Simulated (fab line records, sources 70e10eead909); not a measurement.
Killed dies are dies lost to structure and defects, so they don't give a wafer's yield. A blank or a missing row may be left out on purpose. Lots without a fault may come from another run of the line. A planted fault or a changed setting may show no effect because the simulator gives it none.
Which tool did it? | flow nand_harc | 24 lots, 72 wafers sampled, at 4 steps of a route of 1159

WHAT THE GAUGES READ, wafer by wafer
NHARC_P_GATE_CD_MEAS_91: target cd 2000 nm.
lot  | measured     | on        | cd_nm (nm)
L074 | day 5 03:13  | cd_sem-01 | 2002.9 1998.7 1998.0
L076 | day 5 21:03  | cd_sem-01 | 2001.8 1999.5 1998.4
L075 | day 5 22:02  | cd_sem-03 | 2001.4 2002.4 1997.9
L078 | day 6 01:17  | cd_sem-03 | 1998.9 1998.5 1998.6
L077 | day 6 05:50  | cd_sem-01 | 1998.4 1999.6 2002.8
L079 | day 6 13:31  | cd_sem-02 | 1999.5 1999.5 2001.3
L080 | day 6 21:46  | cd_sem-02 | 2001.2 2001.5 1999.9
L081 | day 7 04:31  | cd_sem-01 | 1996.9 1999.7 2001.2
L082 | day 7 10:11  | cd_sem-03 | 1997.8 1996.5 1997.6
L083 | day 7 10:50  | cd_sem-01 | 1999.9 1997.2 1996.5
L084 | day 7 15:31  | cd_sem-02 | 1997.9 1998.5 1995.6
L088 | day 8 12:12  | cd_sem-03 | 2000.8 2000.1 2003.1
L085 | day 8 12:31  | cd_sem-02 | 1999.1 1997.6 1998.8
L086 | day 8 12:52  | cd_sem-01 | 1997.6 1998.0 2001.3
L087 | day 8 18:50  | cd_sem-01 | 1999.0 1995.2 1995.5
L089 | day 9 07:17  | cd_sem-01 | 1996.8 1999.0 1996.7
L090 | day 9 07:55  | cd_sem-02 | 2001.7 1997.7 2001.0
L091 | day 9 12:35  | cd_sem-03 | 1999.9 1999.2 2000.4
L093 | day 10 01:57 | cd_sem-01 | 1999.2 1998.7 1999.1
L092 | day 10 02:23 | cd_sem-02 | 2001.2 1999.2 1998.2
L095 | day 10 10:53 | cd_sem-01 | 2002.5 2000.4 1997.8
L094 | day 10 11:08 | cd_sem-03 | 1999.4 1998.5 1996.5
L096 | day 11 02:43 | cd_sem-01 | 2004.8 2003.9 2000.6
L097 | day 11 03:10 | cd_sem-02 | 1996.1 1996.6 1995.6

NHARC_P_M0_INSPECT_11.
lot  | measured     | on                | raw_defect_count
L074 | day 5 13:52  | defect_inspect-01 | 5 1 6
L076 | day 6 12:51  | defect_inspect-02 | 3 2 3
L075 | day 6 13:23  | defect_inspect-01 | 4 6 3
L078 | day 6 15:17  | defect_inspect-01 | 9 10 6
L077 | day 6 18:50  | defect_inspect-02 | 5 6 8
L079 | day 7 03:05  | defect_inspect-02 | 2 6 5
L080 | day 7 08:51  | defect_inspect-01 | 3 3 2
L081 | day 7 15:56  | defect_inspect-01 | 4 4 3
L082 | day 7 19:10  | defect_inspect-02 | 5 4 8
L083 | day 7 20:43  | defect_inspect-01 | 3 6 4
L084 | day 8 00:32  | defect_inspect-01 | 4 4 8
L088 | day 9 01:58  | defect_inspect-01 | 1 3 1
L085 | day 9 02:36  | defect_inspect-02 | 4 2 4
L086 | day 9 03:10  | defect_inspect-02 | 7 1 7
L087 | day 9 04:50  | defect_inspect-01 | 7 4 7
L089 | day 9 20:38  | defect_inspect-02 | 5 4 1
L090 | day 9 21:13  | defect_inspect-01 | 1 4 4
L091 | day 10 00:25 | defect_inspect-02 | 2 5 3
L093 | day 10 11:32 | defect_inspect-02 | 4 3 4
L092 | day 10 11:57 | defect_inspect-02 | 8 4 0
L095 | day 10 23:28 | defect_inspect-01 | 5 3 1
L094 | day 10 23:58 | defect_inspect-02 | 2 2 1
L096 | day 11 17:20 | defect_inspect-01 | 7 8 3
L097 | day 11 18:07 | defect_inspect-02 | 7 5 6

WHICH TOOL RAN EACH LOT (tool, then ch and the chambers of the sampled wafers, then the start)
lot  | NHARC_P_GATE_STRIP_112               | NHARC_P_CONTACT_ETCH_35
L074 | plasma_asher-02 ch 0,1, day 5 02:04  | rie_diel-11 ch 0,1, day 5 08:13
L076 | plasma_asher-02 ch 0,1, day 5 19:56  | rie_diel-11 ch 0,1, day 6 02:06
L075 | plasma_asher-02 ch 0,1, day 5 20:51  | rie_diel-13 ch 1,2,3, day 6 03:13
L078 | plasma_asher-01 ch 0,1, day 6 00:10  | rie_diel-01 ch 0,2,3, day 6 06:21
L077 | plasma_asher-01 ch 0,1, day 6 04:41  | rie_diel-11 ch 1,2,3, day 6 10:53
L079 | plasma_asher-01 ch 0,1, day 6 12:20  | rie_diel-11 ch 1,2,3, day 6 18:39
L080 | plasma_asher-02 ch 0,1, day 6 20:41  | rie_diel-13 ch 1,2, day 7 02:43
L081 | plasma_asher-01 ch 0,1, day 7 03:23  | rie_diel-01 ch 0,3, day 7 09:29
L082 | plasma_asher-02 ch 0,1, day 7 09:10  | rie_diel-01 ch 0,1,2, day 7 15:10
L083 | plasma_asher-01 ch 0,1, day 7 09:40  | rie_diel-01 ch 0,3, day 7 16:15
L084 | plasma_asher-01 ch 0,1, day 7 14:22  | rie_diel-01 ch 2,3, day 7 20:31
L088 | plasma_asher-02 ch 0,1, day 8 11:01  | rie_diel-01 ch 1,3, day 8 17:14
L085 | plasma_asher-02 ch 0,1, day 8 11:21  | rie_diel-11 ch 0,1,2, day 8 18:10
L086 | plasma_asher-01 ch 0,1, day 8 11:41  | rie_diel-13 ch 1,2,3, day 8 18:20
L087 | plasma_asher-01 ch 1, day 8 17:41    | rie_diel-01 ch 0,1, day 8 23:50
L089 | plasma_asher-01 ch 0,1, day 9 06:08  | rie_diel-01 ch 0,2,3, day 9 12:25
L090 | plasma_asher-02 ch 0,1, day 9 06:47  | rie_diel-13 ch 0,2, day 9 13:37
L091 | plasma_asher-01 ch 0,1, day 9 11:29  | rie_diel-01 ch 0,1, day 9 17:34
L093 | plasma_asher-02 ch 0,1, day 10 00:44 | rie_diel-13 ch 1,2,3, day 10 07:05
L092 | plasma_asher-01 ch 0,1, day 10 01:15 | rie_diel-13 ch 0,1,2, day 10 07:56
L095 | plasma_asher-01 ch 0,1, day 10 09:44 | rie_diel-01 ch 0,3, day 10 16:20
L094 | plasma_asher-02 ch 0,1, day 10 09:56 | rie_diel-11 ch 0,3, day 10 16:38
L096 | plasma_asher-02 ch 0,1, day 11 01:29 | rie_diel-11 ch 0,2,3, day 11 07:46
L097 | plasma_asher-01 ch 0,1, day 11 02:04 | rie_diel-01 ch 2,3, day 11 08:44
- NHARC_P_GATE_STRIP_112: strips in N2/H2, time 200 s.
- NHARC_P_CONTACT_ETCH_35: etches the open film in CF4, target depth 39 nm, time 65 s.

WHAT THE TOOLS THEMSELVES READ (means of the sampled wafers that have a number; where no wafer has one, the mark that the record gives instead)
NHARC_P_GATE_STRIP_112.
lot  | tool            | drypump_motor_current_A (A) | heater_power_w (W)
L074 | plasma_asher-02 | 5.77                        | 82
L076 | plasma_asher-02 | 5.91                        | 81
L075 | plasma_asher-02 | 5.89                        | 81
L078 | plasma_asher-01 | 5.52                        | 85
L077 | plasma_asher-01 | 5.32                        | 82
L079 | plasma_asher-01 | 5.34                        | 83
L080 | plasma_asher-02 | 5.88                        | 81
L081 | plasma_asher-01 | 5.34                        | 82
L082 | plasma_asher-02 | 5.88                        | 81
L083 | plasma_asher-01 | 5.50                        | 85
L084 | plasma_asher-01 | 5.36                        | 83
L088 | plasma_asher-02 | 5.76                        | 81
L085 | plasma_asher-02 | 5.79                        | 82
L086 | plasma_asher-01 | 5.33                        | 83
L087 | plasma_asher-01 | 5.69                        | 86
L089 | plasma_asher-01 | 5.35                        | 83
L090 | plasma_asher-02 | 5.76                        | 81
L091 | plasma_asher-01 | 5.34                        | 84
L093 | plasma_asher-02 | 5.75                        | 80
L092 | plasma_asher-01 | 5.51                        | 85
L095 | plasma_asher-01 | 5.52                        | 84
L094 | plasma_asher-02 | 5.76                        | 80
L096 | plasma_asher-02 | 5.87                        | 78
L097 | plasma_asher-01 | 5.52                        | 84

NHARC_P_CONTACT_ETCH_35.
lot  | tool        | drypump_motor_current_A (A) | oes_product_au (a.u.) | rf_vpp_V (V) | showerhead_plenum_p_Torr (Torr) | throttle_valve_pct (%)
L074 | rie_diel-11 | 6.0                         | 1.005                 | 151.6        | 1.79                            | 13.283
L076 | rie_diel-11 | 6.0                         | 0.998                 | 150.4        | 1.79                            | 13.293
L075 | rie_diel-13 | 5.7                         | 0.998                 | 151.4        | 1.79                            | 13.283
L078 | rie_diel-01 | 5.6                         | 1.013                 | 151.4        | 1.74                            | 13.287
L077 | rie_diel-11 | 5.3                         | 0.997                 | 151.1        | 1.80                            | 13.286
L079 | rie_diel-11 | 5.3                         | 1.004                 | 152.0        | 1.80                            | 13.286
L080 | rie_diel-13 | 5.9                         | 1.000                 | 151.6        | 1.75                            | 13.281
L081 | rie_diel-01 | 6.2                         | 0.987                 | 150.7        | 1.69                            | 13.274
L082 | rie_diel-01 | 5.2                         | 1.015                 | 150.9        | 1.74                            | 13.285
L083 | rie_diel-01 | 5.6                         | 1.007                 | 150.1        | 1.68                            | 13.289
L084 | rie_diel-01 | 5.5                         | 1.015                 | 151.7        | 1.79                            | 13.281
L088 | rie_diel-01 | 6.4                         | 0.985                 | 150.0        | 1.71                            | 13.290
L085 | rie_diel-11 | 5.5                         | 1.000                 | 151.1        | 1.79                            | 13.269
L086 | rie_diel-13 | 5.7                         | 0.995                 | 151.3        | 1.78                            | 13.290
L087 | rie_diel-01 | 5.2                         | 1.012                 | 149.3        | 1.69                            | 13.281
L089 | rie_diel-01 | 5.6                         | 1.005                 | 150.3        | 1.73                            | 13.284
L090 | rie_diel-13 | 6.0                         | 0.999                 | 151.5        | 1.81                            | 13.287
L091 | rie_diel-01 | 5.4                         | 1.012                 | 150.8        | 1.71                            | 13.280
L093 | rie_diel-13 | 5.6                         | 0.995                 | 151.4        | 1.78                            | 13.282
L092 | rie_diel-13 | 6.0                         | 1.008                 | 151.1        | 1.74                            | 13.279
L095 | rie_diel-01 | 5.6                         | 1.012                 | 151.0        | 1.67                            | 13.285
L094 | rie_diel-11 | 6.1                         | 1.003                 | 151.8        | 1.83                            | 13.288
L096 | rie_diel-11 | 5.7                         | 1.009                 | 152.5        | 1.83                            | 13.275
L097 | rie_diel-01 | 5.5                         | 1.007                 | 151.9        | 1.78                            | 13.299

THE ANSWER, worked out from the rows above alone
Rule: what is usual is taken from the lots themselves. Put in order of their means at a reading, lots are off if they are a third of the lots or fewer, leave a main group of 4 or more, and stand apart from it by a gap of 3 or more times the standard deviation of the main group's means; of several such gaps the widest counts. A main group whose means are all the same, to the digits that the tables above print for the reading, isn't used. A lot without any number at a reading at which 4 lots or more have one is off too. The other lots that the step has rows for count as sound. The gauges are gone through in route order, then the tools' own readings, and for those a lot's mean is taken as printed above. The first step at which some lot is off is used, and at that step the reading that is off furthest; a lot without a number counts as furthest.
No lot is off at any reading shown: from this, nothing can be told.

WHAT THE SIMULATOR HAD PUT IN
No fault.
